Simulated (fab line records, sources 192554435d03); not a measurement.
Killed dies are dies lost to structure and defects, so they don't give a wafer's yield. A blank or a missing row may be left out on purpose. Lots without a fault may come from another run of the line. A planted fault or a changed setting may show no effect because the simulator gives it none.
fab line records | flow n5_finfet
record lots=6 wafers=18 last_day=17
route steps=1938 shown HKMG_FIN@449 BEOL_M4@1111 PASSIVATION@1936
lots that met no fault: from a run of the same line without faults
start_h: hours from the record's first day to the start of the lot's first wafer shown | wait_h: hours since the lot's step before | " the same as in the row above | L1.1+2: a row that stands for several wafers | - no value, or no start given | * or withheld: withheld | < > ~ a bound
route shown NAME@n: a module of which the file shows steps, and the number in the route of the first | usual: mean/standard deviation of fault-free wafers | same: alike in all rows | chamber/n: place in a boat | sites: the reading at each site | _std_site: their standard deviation | _edge_site: outer sites' mean less inner sites' | radius_mm: how far each site lies from the wafer's centre | mask NAME#n: copy n | behind: the tool/chamber that last shaped the wafer | hold: why the lot was held/for how many hours/how that ended | device: the transistor (n, p or np) that didn't switch | end of line: the same wafers' tests at the end of the route | a step without rows: its recipe alone | killed: dies lost to structure and defects at the first sort, not the wafer's yield | map: a wafer's dies, x killed, . not, _ none there
set.NAME: the setting as run; set.NAME@STEP: as run at that earlier step | model.NAME: the simulator's own value behind a step, which no gauge read
lots at some steps of the route; a table a step, a row a wafer
services: from which hour (start_h, from the record's first day; less than 0 if before it) a tool's chamber was out of use, for how many hours, and why
## steps
# step N5_HKMG_FIN_ALD_71
# recipe material=TiN target_thk_a=10 temp_c=400 ald_precursor_family=TiCl4 ald_co_reactant=NH3 pulse_time_s=1 purge_time_s=3 co_reactant_purge_time_s=2 co_reactant_pulse_time_s=2 ald_cycles=47 pressure_torr=3
# step N5_HKMG_FIN_COAT_66
# recipe resist=SOC temp_c=250 time_s=60 spin_rpm=1500 resist_thk_nm=300
# step N5_HKMG_FIN_ETCH_67
# recipe chemistry=N2/H2 target=SOC target_depth_a=3889 stop_on=TiN ion_energy_ev=100 bias_w=61 pressure_mtorr=30 source_w=850 n2_flow_sccm=200 h2_flow_sccm=200
# usual drypump_motor_current_A=5.7/0.46 oes_product_au=0.81/0.09 rf_vpp_V=240.7/1.4 showerhead_plenum_p_Torr=2.56/0.093 throttle_valve_pct=17.8/0.31
# columns lot.wafer tool chamber start_h wait_h drypump_motor_current_A oes_product_au rf_hours_counter_h rf_vpp_V showerhead_plenum_p_Torr throttle_valve_pct
L330.2 rie_diel-06 2 92.92 - 5.6 0.73 178 241.7 2.64 18.3
L330.4 " 1 " " 6.3 0.67 245 239.5 2.49 17.8
L330.6 " 0 " " 5.7 0.89 - 242.1 2.70 17.5
L331.1 rie_diel-01 1 94.59 - 5.0 0.75 146 238.7 2.46 18.3
L331.5 " 0 " " 4.7 0.74 - 240.2 2.55 17.7
L331.6 " 1 " " 5.0 0.75 - 239.5 2.46 18.4
L344.1 rie_diel-01 2 172.72 - 6.2 0.95 4 241.4 2.60 17.6
L344.3 " 0 " " 4.7 0.72 201 239.3 2.53 17.8
L344.4 " 0 " " 4.7 0.71 - 240.1 2.53 17.8
L345.2 rie_diel-02 3 182.57 - 6.1 0.97 5 239.1 2.48 17.6
L345.3 " 0 " " 5.5 0.88 39 242.6 2.70 17.8
L345.6 " 1 " " 6.3 0.77 - 239.7 2.45 17.6
L350.2 rie_diel-06 2 209.44 - 5.5 0.69 222 241.6 2.62 18.4
L350.3 " 3 " " 5.6 0.78 103 238.7 2.46 18.0
L350.6 " 1 " " 6.3 0.89 - 239.0 2.48 17.4
L351.1 rie_diel-02 1 214.82 - 6.3 0.75 162 240.1 2.44 17.6
L351.3 " 0 " " 5.5 0.86 51 241.8 2.70 17.8
L351.6 " 1 " " 6.3 0.75 - 238.8 2.44 17.7
# step N5_HKMG_FIN_STRIP_90
# recipe chemistry=N2/H2 material=SOC time_s=20 power_w=500 temp_c=40 pressure_mtorr=50 rf_frequency_hz=6e+07 bias_power_w=8 h2_frac=0.5 n2_flow_sccm=300 h2_flow_sccm=300
# usual bias_power_w=7.998/0.025 drypump_motor_current_A=5.7/0.46 oes_product_au=0.82/0.094 power_w=500.1/1.6 rf_vpp_V=54.2/0.91 showerhead_plenum_p_Torr=3.38/0.12 throttle_valve_pct=19.0/0.42
# columns lot.wafer tool chamber start_h wait_h bias_power_w drypump_motor_current_A oes_product_au power_w rf_hours_counter_h rf_vpp_V showerhead_plenum_p_Torr throttle_valve_pct
L330.2 rie_diel-06 2 92.98 0.0 8.055 5.6 0.74 500.9 178 52.6 3.49 19.8
L330.4 " 1 " " 8.036 6.3 0.67 502.2 245 55.5 3.30 18.8
L330.6 " 0 " " 8.015 5.7 0.92 497.9 - 54.2 3.56 18.7
L331.1 rie_diel-01 1 94.65 0.0 7.967 5.1 0.75 500.4 146 52.3 3.25 19.7
L331.5 " 0 " " 7.976 4.7 0.75 498.6 - 54.4 3.36 18.8
L331.6 " 1 " " 7.996 5.1 0.74 500.7 - 54.0 3.25 19.7
L344.1 rie_diel-01 2 172.78 0.0 8.044 6.2 0.96 500.4 5 55.3 3.43 18.8
L344.3 " 0 " " 7.982 4.7 0.73 499.2 201 54.6 3.35 18.8
L344.4 " 0 " " 8.008 4.7 0.72 498.6 - 54.6 3.35 18.8
L345.2 rie_diel-02 3 182.63 0.0 8.037 6.2 0.99 501.6 5 54.1 3.28 18.7
L345.3 " 0 " " 8.026 5.6 0.91 500.6 39 54.8 3.56 19.4
L345.6 " 1 " " 8.005 6.3 0.78 498.8 - 53.6 3.24 18.8
L350.2 rie_diel-06 2 209.50 0.0 7.979 5.6 0.71 499.4 222 54.0 3.46 19.8
L350.3 " 3 " " 8.010 5.6 0.81 500.3 103 54.0 3.26 19.0
L350.6 " 1 " " 8.038 6.3 0.93 496.1 - 54.4 3.28 18.4
L351.1 rie_diel-02 1 214.88 0.0 8.013 6.4 0.77 499.9 162 53.3 3.23 18.8
L351.3 " 0 " " 8.021 5.6 0.89 498.5 51 54.7 3.56 19.4
L351.6 " 1 " " 7.990 6.4 0.77 500.2 - 54.9 3.23 18.8
# step N5_HKMG_FIN_WET_ETCH_73
# recipe chemistry=SC1 mix=1:2:40 temp_c=50 time_s=42.3 target_depth_nm=1.3 dry=ipa_marangoni rinse_time_s=30 rinse_temp_c=23
# step N5_HKMG_FIN_ETCHBACK_68
# recipe chemistry=Cl2/Ar stop_on=HfO2 target_depth_a=5 pressure_mtorr=10 icp_w=600 bias_w=60 Cl2_flow_sccm=40 Ar_flow_sccm=60
# step N5_HKMG_FIN_STRIP_69
# recipe chemistry=N2/H2 power_w=2500 temp_c=300 h2_frac=0.65 time_s=360 pressure_mtorr=withheld n2_flow_sccm=1750 h2_flow_sccm=3250
# usual drypump_motor_current_A=5.8/0.46 heater_power_w=497/38
# columns lot.wafer tool chamber start_h wait_h drypump_motor_current_A heater_power_w rf_hours_counter_h
L330.2 plasma_asher-02 0 93.28 0.1 5.9 534 90
L330.4 " 1 " " 5.9 439 -
L330.6 " 0 " " 5.9 540 -
L331.1 plasma_asher-02 1 94.95 0.1 5.9 450 91
L331.5 " 0 " " 5.9 552 -
L331.6 " 1 " " 5.9 434 -
L344.1 plasma_asher-02 1 173.08 0.1 5.9 436 107
L344.3 " 1 " " 5.9 443 -
L344.4 " 0 " " 5.9 546 -
L345.2 plasma_asher-01 0 182.93 0.1 5.0 524 57
L345.3 " 1 " " 6.4 493 -
L345.6 " 0 " " 5.0 493 -
L350.2 plasma_asher-01 0 209.80 0.1 5.0 509 62
L350.3 " 1 " " 6.4 502 -
L350.6 " 0 " " 5.0 499 -
L351.1 plasma_asher-01 0 215.18 0.1 5.0 505 64
L351.3 " 1 " " 6.4 495 -
L351.6 " 0 " " 5.0 505 -
# step N5_HKMG_FIN_ALD_21
# recipe material=TiN target_thk_a=15 temp_c=400 ald_precursor_family=TiCl4 ald_co_reactant=NH3 pulse_time_s=1 purge_time_s=3 co_reactant_purge_time_s=2 co_reactant_pulse_time_s=2 ald_cycles=68 pressure_torr=3
# usual heater_power_w=858/67 precursor_pulse_height_rel=0.998/0.022
# same co_reactant_purge_time_s=2
# columns lot.wafer tool chamber start_h wait_h heater_power_w precursor_pulse_height_rel
L330.2 ald_metal-01 3 93.66 0.3 825 1.004
L330.4 " 0 " " 828 0.977
L330.6 " 3 " " 839 1.032
L331.1 ald_metal-01 1 95.33 0.3 674 1.000
L331.5 " 0 " " 839 1.003
L331.6 " 3 " " 823 1.027
L344.1 ald_metal-03 1 173.47 0.3 922 0.997
L344.3 " 0 " " 919 0.998
L344.4 " 3 " " 920 1.012
L345.2 ald_metal-02 3 183.31 0.3 812 0.958
L345.3 " 2 " " 812 1.000
L345.6 " 2 " " 816 0.997
L350.2 ald_metal-03 3 210.19 0.3 913 1.000
L350.3 " 0 " " 905 0.980
L350.6 " 3 " " 940 1.021
L351.1 ald_metal-03 1 215.56 0.3 932 1.002
L351.3 " 3 " " 944 0.991
L351.6 " 1 " " 950 1.021
# step N5_HKMG_FIN_ALD_72
# recipe material=W target_thk_a=20 temp_c=300 pressure_torr=7.5 ald_precursor_family=WF6 ald_co_reactant=B2H6 pulse_time_s=1 purge_time_s=2 co_reactant_purge_time_s=2 co_reactant_pulse_time_s=3 ald_cycles=7
# step N5_HKMG_FIN_W_FILL_22
# recipe material=W target_thk_a=600 temp_c=400 pressure_torr=39.4 time_s=18.2
# usual heater_power_w=852/70 throttle_valve_pct=19.1/1.4
# columns lot.wafer tool chamber start_h wait_h heater_power_w throttle_valve_pct
L330.2 cvd_w-02 0 94.09 0.0 906 18.3
L330.4 " 0 " " 907 18.3
L330.6 " 1 " " 910 17.3
L331.1 cvd_w-02 0 95.75 0.0 893 18.1
L331.5 " 0 " " 902 18.3
L331.6 " 1 " " 896 17.4
L344.1 cvd_w-01 1 173.89 0.0 844 19.8
L344.3 " 0 " " 731 21.4
L344.4 " 1 " " 854 19.6
L345.2 cvd_w-01 0 183.74 0.0 743 21.3
L345.3 " 0 " " 741 21.4
L345.6 " 1 " " 837 19.8
L350.2 cvd_w-02 0 210.61 0.0 910 18.6
L350.3 " 1 " " 903 17.6
L350.6 " 0 " " 897 18.4
L351.1 cvd_w-02 1 215.99 0.0 907 17.5
L351.3 " 1 " " 896 17.2
L351.6 " 1 " " 910 17.6
# step N5_HKMG_FIN_PRECLEAN_83
# recipe chemistry=DIW time_s=57.5 temp_c=23
# step N5_HKMG_FIN_SRD_84
# recipe dry_time_s=32 dry=n2_spin spin_rpm=1500
# step N5_HKMG_FIN_CMP_23
# recipe stop_on=SiNx t_overpolish_s=10 post_cmp_clean=rinse_only down_force_psi=4 platen_rpm=50.289 pad_velocity_m_s=1.0006 target_thk_nm=46.326
# usual head_pressure_psi=3.999/0.0087 motor_current_A=12.7/1.4 overpolish_run_s=10.0/0.42 slurry_filter_dp_kPa=13.51/0.14 slurry_flow_ml_min=150.0/0.47 time_to_endpoint_s=13.0/2.7
# columns lot.wafer tool chamber start_h wait_h head_pressure_psi motor_current_A overpolish_run_s slurry_filter_dp_kPa slurry_flow_ml_min time_to_endpoint_s
L330.2 cmp-01 2 94.28 0.1 3.994 11.0 10.0 13.71 150.2 13.1
L330.4 " 3 " " 3.997 14.2 10.0 13.68 150.3 10.8
L330.6 " 2 " " 3.990 10.3 10.0 13.48 149.7 13.4
L331.1 cmp-01 2 96.02 0.2 4.002 10.6 10.0 13.56 150.3 11.6
L331.6 " 0 " " 3.995 11.2 10.0 13.67 149.9 8.5
L331.5 " 1 " " 3.985 12.0 10.0 13.41 149.6 10.1
L344.4 cmp-01 2 174.00 0.0 3.077 8.8 8.8 13.83 150.9 19.7
L344.1 " 3 " " 3.086 12.2 10.0 13.50 150.1 16.9
L344.3 " 0 " " 3.067 9.7 9.3 13.64 149.8 19.2
L345.2 cmp-01 1 183.92 0.1 3.070 10.1 10.0 13.48 150.6 18.2
L345.3 " 2 " " 3.080 8.6 8.1 13.68 149.6 20.3
L345.6 " 0 " " 3.080 9.7 9.1 13.48 149.8 19.4
L350.3 cmp-03 0 210.72 0.0 4.003 13.4 10.0 13.70 149.3 10.9
L350.2 " 2 " " 3.996 13.7 10.0 13.66 149.7 9.2
L350.6 " 0 " " 3.999 13.6 10.0 13.20 150.2 12.4
L351.1 cmp-02 1 216.18 0.1 4.015 13.4 10.0 13.31 150.1 16.7
L351.3 " 2 " " 4.012 15.4 8.6 13.50 150.6 19.7
L351.6 " 0 " " 3.998 13.5 10.0 13.58 149.6 12.5
# step N5_HKMG_FIN_CMP_94
# recipe stop_on=SiNx post_cmp_clean=w_dilute_nh4oh t_overpolish_s=4.7 down_force_psi=4 platen_rpm=50.289 pad_velocity_m_s=1.0006 target_thk_nm=43.299
# step N5_BEOL_M4_RC_MEAS_101
# usual DIBL_N=36.8/1.5 DIBL_P=37.1/2.1 IOFF_N=0.168/0.03 IOFF_P=0.22/0.034 ION_N=679/12 ION_P=466/8 SS_N=71.7/0.58 SS_P=73.5/0.67 VT_N=248.8/2.7 VT_P=-250/3.3
# columns lot.wafer tool chamber start_h wait_h DIBL_N[mV/V] DIBL_P[mV/V] IOFF_N[nA/um] IOFF_P[nA/um] ION_N[uA/um] ION_P[uA/um] SS_N[mV/dec] SS_P[mV/dec] VT_N[mV] VT_P[mV]
L330.2 prober-01 0 181.64 0.2 38.3 38.9 0.182 0.25 690 470 71.7 73.5 243.2 -247
L330.4 " 0 " " 35.0 34.0 0.110 0.17 651 459 71.0 71.8 250.6 -253
L330.6 " 0 " " 36.2 35.3 0.132 0.18 668 463 70.8 72.6 251.6 -251
L331.1 prober-02 0 181.77 0.0 35.9 35.9 0.152 0.22 681 470 71.1 73.0 248.6 -248
L331.5 " 0 " " 36.3 36.4 0.153 0.24 696 480 71.0 72.7 249.3 -249
L331.6 " 0 " " 37.1 37.0 0.163 0.26 684 477 70.8 74.2 250.1 -245
L344.1 prober-01 0 262.82 0.0 36.1 35.5 0.140 0.20 663 459 71.2 73.2 250.6 -250
L344.3 " 0 " " 35.8 35.5 0.140 0.21 675 469 71.7 72.7 247.9 -251
L344.4 " 0 " " 36.9 37.7 0.172 0.24 698 472 71.3 73.8 246.5 -249
L345.2 prober-01 0 269.53 0.2 35.7 37.3 0.140 0.22 669 465 71.0 73.1 252.1 -249
L345.3 " 0 " " 37.0 36.8 0.149 0.20 669 455 71.8 73.3 252.0 -251
L345.6 " 0 " " 37.8 39.1 0.178 0.24 679 470 71.1 74.2 249.1 -249
L350.2 prober-02 0 296.74 0.2 38.0 37.6 0.201 0.27 688 467 72.2 73.3 247.5 -246
L350.3 " 0 " " 34.4 33.6 0.137 0.19 673 464 71.1 72.2 249.0 -251
L350.6 " 0 " " 37.1 36.5 0.189 0.25 692 475 71.8 73.0 245.8 -245
L351.1 prober-01 0 314.51 0.0 36.6 37.8 0.161 0.24 677 472 71.6 73.3 247.9 -245
L351.3 " 0 " " 37.6 37.9 0.165 0.24 670 466 71.9 74.0 251.3 -247
L351.6 " 0 " " 36.5 36.5 0.147 0.22 673 466 71.4 73.2 250.9 -251
# step N5_PASSIVATION_PROBE_49
# usual defect_limited_yield=91.0/1.5 killed_at_M0_to_M3=34/11 killed_at_M4_up=14/5.3 killed_at_contacts=13/7 killed_at_front_end=41/13 killed_at_other=4/3.1 killed_dies=106/17 killed_open=70/12 killed_short=35/8 sort_bin_5_function=5.2/0.98 sort_bin_6_memory=3.4/0.69 sort_n_pass=1074/17 sort_yield_pct=91.0/1.5
# same gross_dies=1180 killed_at_back_side=0 sort_bin_4_leakage[%]=0 sort_bin_8_speed[%]=0
# columns lot.wafer tool chamber start_h wait_h defect_limited_yield[%] killed_at_M0_to_M3 killed_at_M4_up killed_at_contacts killed_at_front_end killed_at_other killed_dies killed_open killed_short sort_bin_5_function[%] sort_bin_6_memory[%] sort_n_pass sort_yield_pct[%]
L331.1 prober-01 - 288.70 0.0 92.7 25 16 4 35 6 86 59 24 4.5 2.6 1094 92.7
L331.5 prober-01 - 288.90 0.2 93.2 29 22 4 24 1 80 46 29 3.6 2.7 1100 93.2
L331.6 prober-01 - 288.95 0.3 91.8 31 17 5 42 2 97 68 28 4.9 3.1 1083 91.8
L344.1 prober-02 - 368.21 0.0 91.4 34 16 11 37 3 101 68 29 5.2 3.0 1079 91.4
L344.3 prober-02 - 368.31 0.1 90.1 35 10 11 57 4 117 71 46 6.0 3.6 1063 90.1
L344.4 prober-02 - 368.36 0.2 91.4 40 9 9 37 6 101 69 32 5.3 3.1 1079 91.4
L345.2 prober-02 - 377.21 0.1 91.5 38 14 16 31 1 100 59 41 4.0 3.6 1080 91.5
L345.3 prober-02 - 377.26 0.1 92.8 32 7 16 28 2 85 61 23 3.7 3.1 1095 92.8
L345.6 prober-02 - 377.41 0.3 91.1 41 11 19 32 2 105 72 33 4.9 3.6 1075 91.1
L350.2 prober-02 - 404.85 0.1 90.1 51 12 19 35 0 117 81 34 6.4 3.1 1063 90.1
L350.3 prober-02 - 404.90 0.1 88.6 71 9 19 36 0 135 95 38 6.8 4.3 1045 88.6
L350.6 prober-02 - 405.05 0.3 90.6 56 10 11 31 3 111 68 42 5.3 3.8 1069 90.6
L351.1 prober-02 - 409.81 0.0 93.4 22 9 11 34 2 78 56 22 4.2 2.2 1102 93.4
L351.3 prober-02 - 409.91 0.1 90.8 52 12 4 39 1 108 72 35 5.0 3.8 1072 90.8
L351.6 prober-02 - 410.06 0.3 91.6 29 17 10 42 1 99 69 30 4.2 4.0 1081 91.6
# killed by level:class
L331.1 BEOL_M4:geometric_particle:open=8 GATE_CUT:geometric_particle:short=6 FIN_SAQP:geometric_particle:short=5 BEOL_M3:geometric_particle:open=5 STI_FIN_REVEAL:geometric_particle:open=5 GATE_CUT:geometric_particle:open=5 BEOL_M0_SAQP:geometric_particle:open=5 STARTING-WAFER:geometric_particle:open=5
L331.5 BEOL_M4:geometric_particle:open=12 BEOL_M0_SAQP:geometric_particle:open=8 BEOL_M3:geometric_particle:open=7 BEOL_M0_SAQP:geometric_particle:short=6 STARTING-WAFER:geometric_particle:open=4 FIN_SAQP:geometric_particle:short=3 GATE_CUT:geometric_particle:short=3 BEOL_M1:geometric_particle:short=3
L331.6 STI_FIN_REVEAL:geometric_particle:open=8 FIN_SAQP:geometric_particle:short=6 DUMMY_GATE:geometric_particle:open=6 BEOL_M0_SAQP:geometric_particle:open=6 BEOL_M1:geometric_particle:open=6 BEOL_M4:geometric_particle:open=6 BEOL_M3:geometric_particle:open=5 BEOL_M2:geometric_particle:open=4
L344.1 BEOL_M3:geometric_particle:open=12 MOL_CONTACT_COAG:geometric_particle:open=11 BEOL_M2:geometric_particle:open=9 BEOL_M4:geometric_particle:open=9 FIN_SAQP:geometric_particle:open=6 STARTING-WAFER:geometric_particle:short=6 FIN_SAQP:geometric_particle:short=3 GATE_CUT:geometric_particle:short=3
L344.3 FIN_SAQP:geometric_particle:short=12 MOL_CONTACT_COAG:geometric_particle:open=10 FIN_SAQP:geometric_particle:open=9 BEOL_M0_SAQP:geometric_particle:open=9 GATE_CUT:geometric_particle:short=7 BEOL_M3:geometric_particle:open=6 BEOL_M1:geometric_particle:open=5 BEOL_M2:geometric_particle:open=5
L344.4 BEOL_M2:geometric_particle:open=14 FIN_SAQP:geometric_particle:open=9 BEOL_M3:geometric_particle:open=9 STI_FIN_REVEAL:geometric_particle:open=8 MOL_CONTACT_COAG:geometric_particle:open=6 BEOL_M0_SAQP:geometric_particle:open=6 DUMMY_GATE:geometric_particle:open=4 ILD0:geometric_particle:short=4
L345.2 MOL_CONTACT_COAG:geometric_particle:open=14 BEOL_M2:geometric_particle:open=14 FIN_SAQP:geometric_particle:short=12 BEOL_M0_SAQP:geometric_particle:open=5 BEOL_M3:geometric_particle:open=5 BEOL_M4:geometric_particle:open=5 BEOL_M4:geometric_particle:short=5 FIN_SAQP:geometric_particle:open=4
L345.3 MOL_CONTACT_COAG:geometric_particle:open=15 BEOL_M2:geometric_particle:open=15 BEOL_M4:geometric_particle:open=5 FIN_SAQP:geometric_particle:short=4 STI_FIN_REVEAL:geometric_particle:open=4 GATE_CUT:geometric_particle:short=4 BEOL_M2:geometric_particle:short=4 STARTING-WAFER:geometric_particle:open=4
L345.6 MOL_CONTACT_COAG:geometric_particle:open=17 BEOL_M2:geometric_particle:open=12 BEOL_M0_SAQP:geometric_particle:short=7 BEOL_M2:geometric_particle:short=6 BEOL_M0:geometric_particle:open=6 STARTING-WAFER:geometric_particle:open=6 FIN_SAQP:geometric_particle:short=5 FIN_SAQP:geometric_particle:open=4
L350.2 MOL_CONTACT_COAG:geometric_particle:open=15 BEOL_M0_SAQP:geometric_particle:open=13 FIN_SAQP:geometric_particle:open=11 BEOL_M2:geometric_particle:open=11 BEOL_M0_SAQP:geometric_particle:short=7 BEOL_M1:geometric_particle:open=7 BEOL_M4:geometric_particle:open=6 STARTING-WAFER:geometric_particle:short=6
L350.3 BEOL_M2:geometric_particle:open=22 MOL_CONTACT_COAG:geometric_particle:open=14 BEOL_M1:geometric_particle:open=12 BEOL_M0_SAQP:geometric_particle:short=12 FIN_SAQP:geometric_particle:open=11 BEOL_M0_SAQP:geometric_particle:open=11 DUMMY_GATE:geometric_particle:open=9 MOL_CONTACT_COAG:geometric_particle:short=5
L350.6 FIN_SAQP:geometric_particle:open=17 BEOL_M0_SAQP:geometric_particle:short=15 BEOL_M2:geometric_particle:open=12 BEOL_M0_SAQP:geometric_particle:open=10 FIN_SAQP:geometric_particle:short=10 MOL_CONTACT_COAG:geometric_particle:open=7 BEOL_M4:geometric_particle:open=6 BEOL_M1:geometric_particle:open=6
L351.1 STI_FIN_REVEAL:geometric_particle:open=10 MOL_CONTACT_COAG:geometric_particle:open=9 BEOL_M2:geometric_particle:open=8 BEOL_M3:geometric_particle:open=8 FIN_SAQP:geometric_particle:short=7 FIN_SAQP:geometric_particle:open=6 BEOL_M4:geometric_particle:open=5 BEOL_M2:geometric_particle:short=3
L351.3 BEOL_M1:geometric_particle:open=13 BEOL_M3:geometric_particle:open=10 BEOL_M0_SAQP:geometric_particle:open=9 STI_FIN_REVEAL:geometric_particle:open=7 BEOL_M0_SAQP:geometric_particle:short=7 STARTING-WAFER:geometric_particle:open=6 FIN_SAQP:geometric_particle:open=5 FIN_SAQP:geometric_particle:short=4
L351.6 FIN_SAQP:geometric_particle:open=12 BEOL_M0_SAQP:geometric_particle:open=12 BEOL_M4:geometric_particle:open=12 FIN_SAQP:geometric_particle:short=10 MOL_CONTACT_COAG:geometric_particle:open=9 BEOL_M3:geometric_particle:open=6 BEOL_M0_SAQP:geometric_particle:short=5 STI_FIN_REVEAL:geometric_particle:open=4
## services
# columns tool chamber start_h hours kind
cmp-03 - 69.28 5.2 pm
rie_diel-02 - 72.54 11.6 repair
cvd_w-02 0 74.40 3.0 repair
plasma_asher-01 - 80.62 13.4 repair
ald_metal-03 0 87.98 6.5 repair
cmp-01 - 90.59 2.2 repair
rie_diel-02 2 96.77 1.5 repair
ald_metal-01 0 104.37 4.3 repair
cvd_w-02 - 114.66 1.0 repair
ald_metal-02 - 116.98 0.9 repair
cmp-02 - 123.18 4.0 pm
cmp-03 - 127.15 1.9 repair
rie_diel-01 3 130.35 4.5 repair
ald_metal-03 2 131.81 1.9 repair
cvd_w-02 - 133.20 6.9 pm
ald_metal-02 1 140.20 31.7 repair
rie_diel-01 - 148.96 0.1 repair
rie_diel-02 1 158.46 5.5 repair
cmp-01 - 159.94 1.0 repair
ald_metal-01 0 164.19 25.1 repair
cmp-03 - 203.68 0.3 repair
cmp-02 - 212.38 0.3 repair
ald_metal-01 - 212.84 6.0 pm
rie_diel-06 - 215.62 15.6 pm
## key
first_sign step=N5_HKMG_FIN_CMP_23 reading=head_pressure_psi direction=down sigmas=99+ usual=3.999 struck=3.077
effect step=N5_HKMG_FIN_CMP_23 reading=time_to_endpoint_s direction=up sigmas=2.2 usual=* struck=*
met_at N5_HKMG_FIN_CMP_23
struck_wafers L344.1,L344.3,L344.4,L345.2,L345.3,L345.6
onset_between 96.02 174.00
fault kind=process_parameter_drift tool=cmp-01 chamber=- onset_h=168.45 steps=N5_HKMG_FIN_CMP_23 channel=down_force_psi offset=-0.92424 shape=step end_h=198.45 acts_in=these_recipes_only stated=4
